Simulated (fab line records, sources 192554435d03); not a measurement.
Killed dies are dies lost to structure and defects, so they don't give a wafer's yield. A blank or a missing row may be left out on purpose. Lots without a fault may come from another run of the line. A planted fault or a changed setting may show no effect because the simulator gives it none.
fab line records | flow n5_finfet
record lots=6 wafers=17 last_day=18
route steps=1938 shown PASSIVATION@1919
lots that met no fault: from a run of the same line without faults
start_h: hours from the record's first day to the start of the lot's first wafer shown | wait_h: hours since the lot's step before | " the same as in the row above | L1.1+2: a row that stands for several wafers | - no value, or no start given | * or withheld: withheld | < > ~ a bound
route shown NAME@n: a module of which the file shows steps, and the number in the route of the first | usual: mean/standard deviation of fault-free wafers | same: alike in all rows | chamber/n: place in a boat | sites: the reading at each site | _std_site: their standard deviation | _edge_site: outer sites' mean less inner sites' | radius_mm: how far each site lies from the wafer's centre | mask NAME#n: copy n | behind: the tool/chamber that last shaped the wafer | hold: why the lot was held/for how many hours/how that ended | device: the transistor (n, p or np) that didn't switch | end of line: the same wafers' tests at the end of the route | a step without rows: its recipe alone | killed: dies lost to structure and defects at the first sort, not the wafer's yield | map: a wafer's dies, x killed, . not, _ none there
set.NAME: the setting as run; set.NAME@STEP: as run at that earlier step | model.NAME: the simulator's own value behind a step, which no gauge read
lots at some steps of the route; a table a step, a row a wafer
services: from which hour (start_h, from the record's first day; less than 0 if before it) a tool's chamber was out of use, for how many hours, and why
## steps
# step N5_PASSIVATION_EBR_40
# recipe solvent=PGMEA ebr_width_mm=1.5
# step N5_PASSIVATION_SOFTBAKE_39
# recipe temp_c=110 time_s=120
# step N5_PASSIVATION_EXPOSE_41
# recipe mask_id=PASS_OPEN na=0.55 defocus_nm=0 source_shape=conventional sigma_outer=0.8 polarization=unpolarized target_cd_nm=40000 dose_mj=57.25
# step N5_PASSIVATION_PEB_42
# recipe peb_temp_c=withheld peb_time_s=*
# step N5_PASSIVATION_DEVELOP_43
# recipe develop_time_s=60 rinse_liquid=diw dry=air_spin dev_temp_c=21
# step N5_PASSIVATION_HARDBAKE_45
# recipe temp_c=130 time_s=120
# step N5_PASSIVATION_CD_MEAS_44
# recipe target_cd_nm=40000 landing_energy_ev=500 detector=se_inlens
# usual cd_nm=40001/3.6
# columns lot.wafer tool chamber start_h wait_h cd_nm
L194.3 cd_sem-01 0 319.57 - 40003
L194.4 " 0 " " 40005
L194.5 " 0 " " 40002
L198.2 cd_sem-01 0 368.24 - 40003
L198.6 " 0 " " 39998
L199.1 cd_sem-02 0 372.56 - 39995
L199.5 " 0 " " 40003
L199.6 " 0 " " 39996
L204.1 cd_sem-01 0 404.04 - 39998
L204.5 " 0 " " 40001
L204.6 " 0 " " 40001
L205.2 cd_sem-01 0 415.01 - 40003
L205.3 " 0 " " 40003
L205.4 " 0 " " 39999
L210.3 cd_sem-03 0 435.35 - 40004
L210.4 " 0 " " 40003
L210.6 " 0 " " 40004
# step N5_PASSIVATION_OVL_MEAS_66
# recipe points_per_wafer=44
# usual PASS_OPEN_OVL=0/4.8
# columns lot.wafer tool chamber start_h wait_h PASS_OPEN_OVL[nm]
L194.3 overlay-01 0 319.60 0.0 0
L194.4 " 0 " " 0
L194.5 " 0 " " 0
L198.2 overlay-01 0 368.28 0.0 6
L198.6 " 0 " " -3
L199.1 overlay-01 0 372.59 0.0 -1
L199.5 " 0 " " -2
L199.6 " 0 " " -6
L204.1 overlay-01 0 404.07 0.0 3
L204.5 " 0 " " 8
L204.6 " 0 " " -5
L205.2 overlay-02 0 415.04 0.0 0
L205.3 " 0 " " 5
L205.4 " 0 " " 9
L210.3 overlay-02 0 435.38 0.0 -4
L210.4 " 0 " " 4
L210.6 " 0 " " -1
# step N5_PASSIVATION_INSPECT_67
# recipe mode=adi inspect_instrument=macro
# usual raw_defect_count=2.1/1.5
# columns lot.wafer tool chamber start_h wait_h raw_defect_count
L194.3 defect_inspect-01 - 319.63 0.0 1
L194.4 " - " " 6
L194.5 " - " " 1
L198.2 defect_inspect-01 - 368.30 0.0 5
L198.6 " - " " 1
L199.1 defect_inspect-02 - 372.61 0.0 2
L199.5 " - " " 4
L199.6 " - " " 4
L204.1 defect_inspect-02 - 404.10 0.0 2
L204.5 " - " " 0
L204.6 " - " " 5
L205.2 defect_inspect-02 - 415.07 0.0 1
L205.3 " - " " 1
L205.4 " - " " 2
L210.3 defect_inspect-01 - 435.41 0.0 4
L210.4 " - " " 4
L210.6 " - " " 2
# step N5_PASSIVATION_DESCUM_46
# recipe chemistry=O2 time_s=7.9 source_power_w=50 bias_power_w=20 pressure_mtorr=20 rf_frequency_hz=2.712e+07 temp_c=40 o2_flow_sccm=225
# usual drypump_motor_current_A=5.8/0.45 o2_flow_sccm=225.1/0.69 oes_product_au=0.85/0.091 rf_vpp_V=243.8/1.4 showerhead_plenum_p_Torr=2.13/0.077 throttle_valve_pct=20.33/0.25
# same time_s=7.9
# columns lot.wafer tool chamber start_h wait_h drypump_motor_current_A o2_flow_sccm oes_product_au rf_hours_counter_h rf_vpp_V showerhead_plenum_p_Torr throttle_valve_pct
L194.3 rie_diel-02 3 319.75 0.1 4.9 225.2 0.98 7 242.1 2.04 19.94
L194.4 " 3 " " 4.9 224.7 0.98 - 242.0 2.04 19.95
L194.5 " 2 " " 6.4 224.0 0.77 - 244.0 2.21 20.51
L198.2 rie_diel-02 3 368.33 0.0 4.9 225.0 0.90 34 243.8 2.03 20.00
L198.6 " 1 " " 5.8 226.5 0.96 - 243.9 2.14 20.28
L199.1 rie_diel-02 0 372.65 0.0 5.7 225.8 0.84 61 246.1 2.22 20.17
L199.5 " 2 " " 6.4 225.1 0.75 - 244.6 2.20 20.58
L199.6 " 3 " " 4.9 226.2 0.90 - 243.1 2.03 19.99
L204.1 rie_diel-05 3 404.13 0.0 6.1 225.3 0.69 246 242.4 2.05 20.56
L204.5 " 2 " " 5.5 225.7 0.92 - 244.4 2.16 20.08
L204.6 " 1 " " 6.5 224.8 0.86 - 244.1 2.20 20.33
L205.2 rie_diel-05 1 415.10 0.0 6.5 225.4 0.85 56 244.0 2.20 20.34
L205.3 " 2 " " 5.5 225.3 0.92 22 241.8 2.16 20.09
L205.4 " 0 " " 5.6 224.8 0.91 - 242.7 2.06 20.60
L210.3 rie_diel-04 0 435.44 0.0 5.6 224.7 0.72 175 240.1 2.00 20.25
L210.4 " 1 " " 5.3 225.7 0.86 41 243.2 2.15 20.80
L210.6 " 0 " " 5.6 225.0 0.71 - 242.8 2.00 20.23
# step N5_PASSIVATION_PASS_ETCH_47
# recipe chemistry=CF4/O2 target=SiNx target_depth_a=7700 time_s=385 ion_energy_ev=100 pressure_mtorr=40 source_w=535 bias_w=49 Ar_flow_sccm=100 cf4_flow_sccm=100 O2_flow_sccm=10
# usual drypump_motor_current_A=5.8/0.45 oes_product_au=0.85/0.086 rf_vpp_V=244/3.8 showerhead_plenum_p_Torr=2.24/0.072 throttle_valve_pct=15.74/0.23
# same time_s=385
# columns lot.wafer tool chamber start_h wait_h drypump_motor_current_A oes_product_au rf_hours_counter_h rf_vpp_V showerhead_plenum_p_Torr throttle_valve_pct
L194.3 rie_diel-02 3 319.78 0.0 4.9 0.96 7 248 2.17 15.53
L194.4 " 3 " " 4.9 0.96 - 249 2.17 15.54
L194.5 " 2 " " 6.4 0.78 - 247 2.31 15.90
L198.2 rie_diel-02 3 368.37 0.0 4.9 0.89 35 248 2.16 15.58
L198.6 " 1 " " 5.8 0.94 - 241 2.24 15.65
L199.1 rie_diel-02 0 372.68 0.0 5.8 0.84 61 246 2.32 15.52
L199.5 " 2 " " 6.4 0.77 - 248 2.30 15.93
L199.6 " 3 " " 4.9 0.88 - 246 2.16 15.59
L204.1 rie_diel-05 3 404.17 0.0 6.1 0.70 246 242 2.17 16.16
L204.5 " 2 " " 5.6 0.91 - 242 2.25 15.35
L204.6 " 1 " " 6.5 0.84 - 244 2.33 15.78
L205.2 rie_diel-05 1 415.14 0.0 6.5 0.84 56 246 2.33 15.79
L205.3 " 2 " " 5.5 0.90 22 241 2.25 15.38
L205.4 " 0 " " 5.6 0.91 - 247 2.16 15.89
L210.3 rie_diel-04 0 435.47 0.0 5.6 0.71 175 234 2.12 15.75
L210.4 " 1 " " 5.3 0.86 41 243 2.26 16.03
L210.6 " 0 " " 5.6 0.70 - 234 2.12 15.75
# step N5_PASSIVATION_ETCH_54
# recipe chemistry=CHF3/O2 target=SiO2 target_depth_a=8800 CHF3_flow_sccm=50 O2_flow_sccm=5 Ar_flow_sccm=200 time_s=440 mask_material=PR pressure_mtorr=30 source_w=650 bias_w=170 ion_energy_ev=200
# usual CHF3_flow_sccm=49.98/0.16 drypump_motor_current_A=5.8/0.46 oes_product_au=0.85/0.086 rf_vpp_V=529/8.4 showerhead_plenum_p_Torr=2.45/0.086 throttle_valve_pct=18.67/0.25
# same time_s=440
# columns lot.wafer tool chamber start_h wait_h CHF3_flow_sccm drypump_motor_current_A oes_product_au rf_hours_counter_h rf_vpp_V showerhead_plenum_p_Torr throttle_valve_pct
L194.3 rie_diel-02 3 320.01 0.1 49.76 4.9 0.96 7 539 2.36 18.41
L194.4 " 3 " " 50.20 4.9 0.96 - 540 2.36 18.40
L194.5 " 2 " " 49.54 6.4 0.78 - 537 2.52 18.79
L198.2 rie_diel-02 3 368.60 0.1 50.36 4.9 0.89 35 539 2.35 18.45
L198.6 " 1 " " 49.99 5.8 0.94 - 520 2.45 18.57
L199.1 rie_diel-02 0 372.91 0.1 49.94 5.8 0.83 61 534 2.55 18.54
L199.5 " 2 " " 50.09 6.4 0.76 - 538 2.52 18.83
L199.6 " 3 " " 50.25 4.9 0.89 - 539 2.35 18.46
L204.1 rie_diel-05 3 404.39 0.1 49.96 6.1 0.70 246 525 2.37 19.02
L204.5 " 2 " " 49.68 5.5 0.90 - 526 2.44 18.22
L204.6 " 1 " " 49.73 6.5 0.86 - 535 2.56 18.84
L205.2 rie_diel-05 1 415.36 0.1 50.14 6.5 0.85 56 534 2.56 18.85
L205.3 " 2 " " 50.12 5.5 0.91 22 525 2.44 18.23
L205.4 " 0 " " 49.98 5.6 0.91 - 536 2.36 18.87
L210.3 rie_diel-04 0 435.70 0.1 50.01 5.6 0.71 175 506 2.30 18.57
L210.4 " 1 " " 49.81 5.3 0.85 41 527 2.47 19.04
L210.6 " 0 " " 50.02 5.6 0.71 - 505 2.30 18.57
# step N5_PASSIVATION_STRIP_48
# recipe chemistry=O2 power_w=600 temp_c=60 pressure_mtorr=30 rf_frequency_hz=6e+07 bias_power_w=0 overash_fraction=0.5 o2_flow_sccm=225
# usual drypump_motor_current_A=5.8/0.45 o2_flow_sccm=225.0/0.61 oes_product_au=0.86/0.091 rf_vpp_V=3.6/2.3 showerhead_plenum_p_Torr=2.13/0.077 temp_c=60.00/0.11 throttle_valve_pct=16.55/0.23
# columns lot.wafer tool chamber start_h wait_h drypump_motor_current_A o2_flow_sccm oes_product_au rf_hours_counter_h rf_vpp_V showerhead_plenum_p_Torr temp_c throttle_valve_pct
L194.3 rie_diel-02 3 320.30 0.1 4.9 225.2 0.97 7 4.0 2.04 59.94 16.26
L194.4 " 3 " " 4.9 224.9 0.98 - 3.5 2.04 59.83 16.32
L194.5 " 2 " " 6.4 224.9 0.79 - 1.9 2.22 60.12 16.73
L198.2 rie_diel-02 3 368.88 0.1 4.9 224.9 0.87 35 3.1 2.03 59.41 16.22
L198.6 " 1 " " 5.8 224.8 0.98 - 5.3 2.15 59.39 16.38
L199.1 rie_diel-02 0 373.20 0.1 5.8 224.6 0.84 61 1.3 2.22 59.32 16.34
L199.5 " 2 " " 6.4 224.2 0.77 - 1.7 2.21 59.52 16.70
L199.6 " 3 " " 4.9 225.3 0.90 - 1.3 2.03 59.39 16.17
L204.1 rie_diel-05 3 404.68 0.1 6.1 224.3 0.71 247 5.3 2.05 60.07 16.91
L204.5 " 2 " " 5.5 224.8 0.93 - 4.7 2.17 59.98 16.27
L204.6 " 1 " " 6.4 224.9 0.84 - 2.1 2.20 59.97 16.49
L205.2 rie_diel-05 1 415.65 0.1 6.5 224.2 0.84 57 2.9 2.20 59.83 16.45
L205.3 " 2 " " 5.5 224.6 0.92 22 1.8 2.16 59.85 16.31
L205.4 " 0 " " 5.6 225.3 0.89 - 0.7 2.06 59.88 16.73
L210.3 rie_diel-04 0 435.99 0.1 5.6 225.5 0.72 176 3.4 2.00 60.07 16.47
L210.4 " 1 " " 5.3 225.8 0.88 41 3.2 2.15 59.90 17.00
L210.6 " 0 " " 5.6 225.0 0.70 - 2.0 2.00 60.04 16.49
# step N5_PASSIVATION_STRIP_52
# recipe chemistry=post_etch_residue_remover time_s=1200 temp_c=72.5
## services
# columns tool chamber start_h hours kind
rie_diel-05 - 300.33 0.8 repair
rie_diel-02 0 304.01 13.7 repair
rie_diel-05 0 304.85 - clean
rie_diel-05 0 304.85 - consumable_replace:focus_ring
rie_diel-05 0 304.85 18.9 scheduled_down
rie_diel-05 0 304.85 18.9 vent_cycle
rie_diel-02 1 317.69 - clean
rie_diel-02 1 317.69 - consumable_replace:focus_ring
rie_diel-02 1 317.69 29.6 scheduled_down
rie_diel-02 1 317.69 29.6 vent_cycle
rie_diel-05 2 324.63 - clean
rie_diel-05 2 324.63 - consumable_replace:focus_ring
rie_diel-05 2 324.63 16.0 scheduled_down
rie_diel-05 2 324.63 16.0 vent_cycle
rie_diel-04 - 328.22 20.3 repair
rie_diel-02 2 329.23 17.8 repair
rie_diel-05 - 333.67 14.6 pm
rie_diel-05 0 359.71 4.8 repair
rie_diel-04 3 360.47 4.1 repair
rie_diel-02 1 377.18 19.5 repair
rie_diel-04 1 399.45 5.4 repair
rie_diel-02 3 410.07 7.9 repair
rie_diel-05 3 414.34 - clean
rie_diel-05 0 420.52 6.9 repair
## key
first_sign step=N5_PASSIVATION_STRIP_48 reading=temp_c direction=down sigmas=5.2 usual=* struck=*
effect none on later readings
met_at N5_PASSIVATION_STRIP_48
struck_wafers L198.2,L198.6,L199.1,L199.5,L199.6
onset_between 320.30 368.88
fault kind=process_parameter_drift tool=rie_diel-02 chamber=- onset_h=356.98 steps=N5_PASSIVATION_STRIP_48 channel=temp_c offset=* shape=step end_h=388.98 acts_in=* stated=*
